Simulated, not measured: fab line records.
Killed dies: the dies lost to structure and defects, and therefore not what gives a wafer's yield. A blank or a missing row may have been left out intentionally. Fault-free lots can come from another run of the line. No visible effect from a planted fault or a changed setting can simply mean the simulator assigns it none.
A struck lot beside a sound one || flow nand-harc || 16 out of 1159 route steps
Sound: the wafers L526.1, L526.2, L526.6. Struck: wafer L528.5 (left out: L528.2, a lot-mate that was not struck); the cause follows at the end.
Order at every step that has rows: each side's tool, ch and its chambers, its first start. Under that, the readings that differ: sound wafers || struck wafers || difference of the means || sigmas: that difference in standard deviations of wafers without a fault.
alike: readings with means less than 2 such deviations apart, plus words and numbers identical on both sides. not compared: withheld readings, readings lacking a value on some wafer, bounds such as >300 that could conceal the same value, and numbers that have no deviation in the record and whose values overlap.
Wherever a step has rows on one side only, a row that says differs or no value, or a row with sigmas, the two part there. Non-overlapping numbers with no deviation appear without sigmas and do not part them. A reading that every wafer of one side lacks parts them only if that side has two wafers or more.

first, 5 steps without rows for these wafers: NHARC_P_STI_SOFTBAKE_04 (time 70 s); NHARC_P_STI_EBR_05; NHARC_P_STI_EXPOSE_06 (exposes mask P STI, target cd 200 nm); NHARC_P_STI_PEB_07 (peb time 80 s); NHARC_P_STI_DEVELOP_08 (time 50 s).
NHARC_P_STI_CD_MEAS_09 targets a cd of 200 nm.
  sound on cd-sem-03 ch 0, day 5 06:01; struck on cd-sem-03 ch 0, day 5 16:32
  alike: cd-nm
NHARC_P_STI_OVL_MEAS_10:
  sound: overlay-01 at day 5 06:07; struck: overlay-02 at day 5 16:37
  alike: overlay-x-nm, overlay-y-nm
NHARC_P_STI_INSPECT_11:
  sound: defect-inspect-01 at day 5 06:09; struck: defect-inspect-01 at day 5 16:40
{"reading": "raw-defect-count", "sound": "4 1 3", "struck": 10, "difference": "+7", "sigmas": "+3"}
then, 1 step without rows for these wafers: NHARC_P_STI_HARDBAKE_13 (time 65 s).
NHARC_P_STI_DESCUM_14: chemistry O2, time 3 s.
  sound on rie-diel-05 ch 1,2, day 5 06:17; struck on rie-diel-05 ch 3, day 5 16:48
  alike: drypump-motor-current-A, oes-product-au, rf-vpp-V, showerhead-plenum-p-Torr, throttle-valve-pct
  not compared: rf-hours-counter-h
NHARC_P_STI_ETCH_42: etches the open film in N2/H2, target depth 80 nm, overetch 24 nm, time 61 s.
  sound on rie-diel-05 ch 0,1,3, day 5 06:22; struck on rie-diel-05 ch 3, day 5 16:53
  alike: drypump-motor-current-A, oes-product-au, rf-vpp-V, showerhead-plenum-p-Torr, throttle-valve-pct
  not compared: rf-hours-counter-h
NHARC_P_STI_ETCH_31: etches the open film in CF4/CHF3, target depth 108.9 nm, time 54.5 s.
  sound on rie-diel-05 ch 0,1; struck on rie-diel-05 ch 2
{"reading": "throttle-valve-pct (%)", "sound": "16.798 16.802 16.787", "struck": 16.775, "difference": -0.021, "sigmas": -2}
  alike: drypump-motor-current-A, oes-product-au, rf-vpp-V, showerhead-plenum-p-Torr
  not compared: rf-hours-counter-h
NHARC_P_STI_ETCH_15: etches the open film in HBr/Cl2, target depth 300 nm, time 100.1 s.
  sound on rie-si-05 ch 2,3, day 5 06:34; struck on rie-si-05 ch 0, day 5 17:04
{"reading": "oes-product-au (a.u.)", "sound": "1.002 1.008 1.008", "struck": 0.889, "difference": -0.117, "sigmas": -11}
{"reading": "throttle-valve-pct (%)", "sound": "26.394 26.403 26.397", "struck": 26.422, "difference": "+0.024", "sigmas": "+3"}
{"reading": "model.P_STI.feature-depth-nm (nm)", "sound": "304.8 303.6 303.7", "struck": 246.6, "difference": -57.4, "sigmas": ""}
  alike: drypump-motor-current-A
  not compared: rf-hours-counter-h
NHARC_P_STI_CD_MEAS_16:
  sound: cd-sem-03 at day 5 06:43; struck: cd-sem-03 at day 5 17:14
  alike: cd-nm
NHARC_P_STI_OCD_MEAS_17:
  sound: ocd-02 at day 5 06:49; struck: ocd-01 at day 5 17:19
{"reading": "trench-depth-nm (nm)", "sound": "305 303 303", "struck": 247, "difference": -57, "sigmas": -11}
{"reading": "trench-foot-cd-nm (nm)", "sound": "158.0 158.9 155.5", "struck": 167.6, "difference": "+10.1", "sigmas": "+4"}
then, 1 step without rows for these wafers: NHARC_P_STI_STRIP_19 (strips in SPM, time 900 s).

== WHERE THEY PART ==
First at NHARC_P_STI_INSPECT_11; last, within this record, at NHARC_P_STI_OCD_MEAS_17.

WHY: whatever the simulator had introduced
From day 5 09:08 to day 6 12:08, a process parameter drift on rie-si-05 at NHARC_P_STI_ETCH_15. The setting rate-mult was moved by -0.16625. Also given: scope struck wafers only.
